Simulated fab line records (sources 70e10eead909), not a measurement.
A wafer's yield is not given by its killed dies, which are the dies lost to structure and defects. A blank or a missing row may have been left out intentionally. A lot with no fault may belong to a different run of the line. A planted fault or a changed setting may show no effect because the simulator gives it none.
Which of the tools did it?	flow nand harc	69 wafers from 23 lots sampled at 4 of the route's 1302 steps

WHAT THE GAUGES SHOWED, per wafer
NHARC_A_SLIT_INSPECT_11.
lot	measured	on	raw defect count
L074	day 20 00:25	defect inspect-02	57 68 69
L077	day 20 13:23	defect inspect-02	74 57 69
L075	day 20 13:39	defect inspect-02	97 118 108
L076	day 20 15:31	defect inspect-02	19 26 27
L078	day 21 06:03	defect inspect-02	27 20 24
L079	day 21 13:09	defect inspect-02	103 123 90
L080	day 21 13:32	defect inspect-02	20 31 24
L081	day 22 19:08	defect inspect-01	91 118 121
L082	day 22 19:19	defect inspect-01	35 24 33
L084	day 23 21:44	defect inspect-01	28 20 38
L083	day 24 06:17	defect inspect-02	73 85 88
L086	day 24 17:56	defect inspect-02	23 18 13
L087	day 25 06:01	defect inspect-02	26 29 25
L088	day 26 03:26	defect inspect-01	78 67 53
L090	day 26 04:02	defect inspect-01	107 80 98
L089	day 26 04:50	defect inspect-02	36 42 51
L091	day 26 07:14	defect inspect-02	51 36 58
L092	day 27 08:13	defect inspect-01	72 62 62
L093	day 27 22:53	defect inspect-01	103 91 113
L094	day 27 20:11	defect inspect-01	31 33 36
L095	day 28 10:05	defect inspect-02	90 71 97
L097	day 29 04:08	defect inspect-01	100 80 83
L096	day 29 00:47	defect inspect-02	37 30 40

WHAT TOOL EACH LOT RAN ON (gives the tool, then ch and the chambers of the sampled wafers, and finally the start)
lot	NHARC_A_SGD_CUT_DEP_00	NHARC_A_SGD_CUT_DESCUM_14	NHARC_A_SGD_CUT_ETCH_58
L074	pecvd-03 ch 0,1,2, day 19 12:02	rie diel-13 ch 1,2, day 19 12:44	rie diel-13 ch 0,1,3, day 19 12:50
L077	pecvd-04 ch 0,1,2, day 20 00:49	rie diel-06 ch 1,2, day 20 01:40	rie diel-06 ch 0,2,3, day 20 01:46
L075	pecvd-01 ch 0,1, day 20 00:52	rie diel-13 ch 0,1,2, day 20 01:50	rie diel-13 ch 1,3, day 20 01:55
L076	pecvd-04 ch 0,1, day 20 00:56	rie diel-08 ch 0,2, day 20 01:58	rie diel-08 ch 0,3, day 20 02:04
L078	pecvd-01 ch 0,1,2, day 20 17:13	rie diel-13 ch 0,1,3, day 20 18:07	rie diel-13 ch 0,2,3, day 20 18:13
L079	pecvd-01 ch 0,2, day 20 21:00	rie diel-06 ch 0,2,3, day 20 21:47	rie diel-06 ch 0,1,3, day 20 21:52
L080	pecvd-01 ch 0,1,2, day 20 23:16	rie diel-08 ch 0,2,3, day 21 00:10	rie diel-08 ch 0,2,3, day 21 00:16
L081	pecvd-01 ch 0,2, day 22 03:55	rie diel-06 ch 0,1,2, day 22 04:48	rie diel-06 ch 0,1,2, day 22 04:53
L082	pecvd-01 ch 0,1, day 22 04:40	rie diel-08 ch 0,2, day 22 05:34	rie diel-08 ch 0,2,3, day 22 05:40
L084	pecvd-01 ch 0,2, day 23 08:34	rie diel-08 ch 0,1,3, day 23 09:31	rie diel-08 ch 1,2,3, day 23 09:37
L083	pecvd-01 ch 0,1, day 23 17:21	rie diel-06 ch 0,2, day 23 18:16	rie diel-06 ch 0,1,2, day 23 18:22
L086	pecvd-01 ch 1,2, day 24 03:20	rie diel-06 ch 0,2,3, day 24 04:07	rie diel-06 ch 1,2,3, day 24 04:12
L087	pecvd-03 ch 0,1, day 24 17:46	rie diel-06 ch 0,1,3, day 24 18:42	rie diel-06 ch 0,1,2, day 24 18:47
L088	pecvd-04 ch 0,1,2, day 25 12:40	rie diel-06 ch 0,1,2, day 25 13:28	rie diel-06 ch 1,3, day 25 13:32
L090	pecvd-01 ch 0,1, day 25 12:41	rie diel-08 ch 0,1, day 25 13:36	rie diel-08 ch 1,3, day 25 13:41
L089	pecvd-01 ch 1,2, day 25 15:34	rie diel-08 ch 0,2,3, day 25 16:19	rie diel-08 ch 0,2, day 25 16:25
L091	pecvd-04 ch 0,1, day 25 15:36	rie diel-06 ch 0,1,3, day 25 16:30	rie diel-06 ch 0,1,2, day 25 16:35
L092	pecvd-04 ch 0,1,2, day 26 19:35	rie diel-08 ch 0,2, day 26 20:29	rie diel-08 ch 1,2,3, day 26 20:35
L093	pecvd-03 ch 0,1,2, day 27 05:51	rie diel-08 ch 1,2,3, day 27 06:41	rie diel-08 ch 0,1,3, day 27 06:46
L094	pecvd-03 ch 0,1,2, day 27 06:31	rie diel-13 ch 1,2,3, day 27 07:26	rie diel-13 ch 1,2,3, day 27 07:32
L095	pecvd-03 ch 2, day 27 20:29	rie diel-13 ch 0,1,3, day 27 21:28	rie diel-13 ch 1,3, day 27 21:32
L097	pecvd-04 ch 0,1,2, day 28 06:30	rie diel-13 ch 0,1, day 28 07:25	rie diel-13 ch 0,3, day 28 07:29
L096	pecvd-03 ch 0,1, day 28 06:43	rie diel-08 ch 1,2,3, day 28 07:35	rie diel-08 ch 0,1,2, day 28 07:40
- NHARC_A_SGD_CUT_DEP_00: deposits SiNx, target thk 50 nm.
- NHARC_A_SGD_CUT_DESCUM_14: chemistry O2, time 3 s.
- NHARC_A_SGD_CUT_ETCH_58: etches the open film in CF4, target depth 39 nm, time 65 s.

AS READ BY THE TOOLS THEMSELVES (means over the sampled wafers that have a number; for cases with no such wafer, the mark the record gives instead)
NHARC_A_SGD_CUT_DEP_00.
lot	tool	heater power w (W)
L074	pecvd-03	728
L077	pecvd-04	703
L075	pecvd-01	675
L076	pecvd-04	720
L078	pecvd-01	700
L079	pecvd-01	727
L080	pecvd-01	698
L081	pecvd-01	671
L082	pecvd-01	693
L084	pecvd-01	644
L083	pecvd-01	745
L086	pecvd-01	687
L087	pecvd-03	680
L088	pecvd-04	718
L090	pecvd-01	610
L089	pecvd-01	731
L091	pecvd-04	706
L092	pecvd-04	671
L093	pecvd-03	705
L094	pecvd-03	697
L095	pecvd-03	809
L097	pecvd-04	711
L096	pecvd-03	660

NHARC_A_SGD_CUT_DESCUM_14.
lot	tool	drypump motor current A (A)	oes product au (a.u.)	rf vpp V (V)	showerhead plenum p Torr (Torr)	throttle valve pct (%)
L074	rie diel-13	5.4	0.990	57.1	1.86	11.312
L077	rie diel-06	6.0	0.997	57.4	1.82	11.319
L075	rie diel-13	5.7	0.991	57.4	1.84	11.310
L076	rie diel-08	4.9	0.988	57.7	1.91	11.307
L078	rie diel-13	5.3	0.999	58.0	1.87	11.309
L079	rie diel-06	5.9	1.002	57.2	1.90	11.317
L080	rie diel-08	5.0	0.992	58.2	1.85	11.320
L081	rie diel-06	6.1	1.006	57.9	1.84	11.302
L082	rie diel-08	4.9	0.996	57.5	1.86	11.309
L084	rie diel-08	5.1	0.990	58.1	1.89	11.315
L083	rie diel-06	6.1	1.004	57.9	1.89	11.311
L086	rie diel-06	5.8	0.992	58.8	1.89	11.315
L087	rie diel-06	5.8	1.006	57.8	1.84	11.311
L088	rie diel-06	6.1	1.008	57.4	1.84	11.301
L090	rie diel-08	5.0	0.988	57.9	1.98	11.305
L089	rie diel-08	5.0	0.990	57.9	1.85	11.315
L091	rie diel-06	5.9	1.003	57.9	1.84	11.314
L092	rie diel-08	4.9	0.991	58.8	1.86	11.317
L093	rie diel-08	5.0	0.999	59.0	1.93	11.314
L094	rie diel-13	5.4	1.001	56.8	1.85	11.313
L095	rie diel-13	5.3	0.995	57.6	1.86	11.313
L097	rie diel-13	5.5	1.009	57.3	1.84	11.308
L096	rie diel-08	5.0	0.999	57.4	1.93	11.305

NHARC_A_SGD_CUT_ETCH_58.
lot	tool	drypump motor current A (A)	oes product au (a.u.)	rf vpp V (V)	showerhead plenum p Torr (Torr)	throttle valve pct (%)
L074	rie diel-13	5.3	0.996	151.4	1.73	13.276
L077	rie diel-06	5.8	0.998	152.3	1.75	13.290
L075	rie diel-13	5.1	0.990	150.9	1.75	13.295
L076	rie diel-08	5.1	0.995	150.4	1.68	13.282
L078	rie diel-13	5.7	0.994	151.0	1.71	13.277
L079	rie diel-06	5.8	1.001	151.0	1.71	13.289
L080	rie diel-08	5.0	0.989	151.0	1.72	13.278
L081	rie diel-06	6.1	1.002	150.4	1.71	13.286
L082	rie diel-08	5.0	0.989	150.5	1.72	13.282
L084	rie diel-08	5.0	0.975	151.0	1.79	13.287
L083	rie diel-06	6.1	1.002	150.8	1.71	13.278
L086	rie diel-06	5.8	0.998	150.4	1.73	13.290
L087	rie diel-06	6.1	1.006	150.8	1.71	13.272
L088	rie diel-06	5.8	0.998	151.0	1.68	13.285
L090	rie diel-08	5.1	0.992	151.7	1.82	13.279
L089	rie diel-08	4.9	0.982	151.2	1.73	13.287
L091	rie diel-06	6.1	1.002	149.3	1.71	13.276
L092	rie diel-08	5.0	0.997	151.3	1.79	13.298
L093	rie diel-08	5.0	0.992	151.6	1.75	13.279
L094	rie diel-13	5.4	0.993	150.8	1.72	13.295
L095	rie diel-13	5.1	1.001	150.9	1.74	13.280
L097	rie diel-13	5.5	1.003	150.8	1.71	13.288
L096	rie diel-08	4.9	0.990	152.6	1.79	13.282

THE ANSWER, worked out from the rows above alone
Rule: what is usual is taken from the lots themselves. Put in order of their means at a reading, lots are off if they are a third of the lots or fewer, leave a main group of 4 or more, and stand apart from it by a gap of 3 or more times the standard deviation of the main group's means; of several such gaps the widest counts. A main group whose means are all the same, to the digits that the tables above print for the reading, isn't used. Also off: a lot with no number at a reading for which 4 or more lots have one. The other lots that the step has rows for count as sound. First the gauges in route order, then the tools' own readings, where a lot's mean is used as printed above. At the first step where some lot is off, the reading lying furthest off is the one used; lots without a number count as furthest.
No lot is off on any of the readings shown, so nothing can be concluded from this.

WHAT THE SIMULATOR HAD INSERTED
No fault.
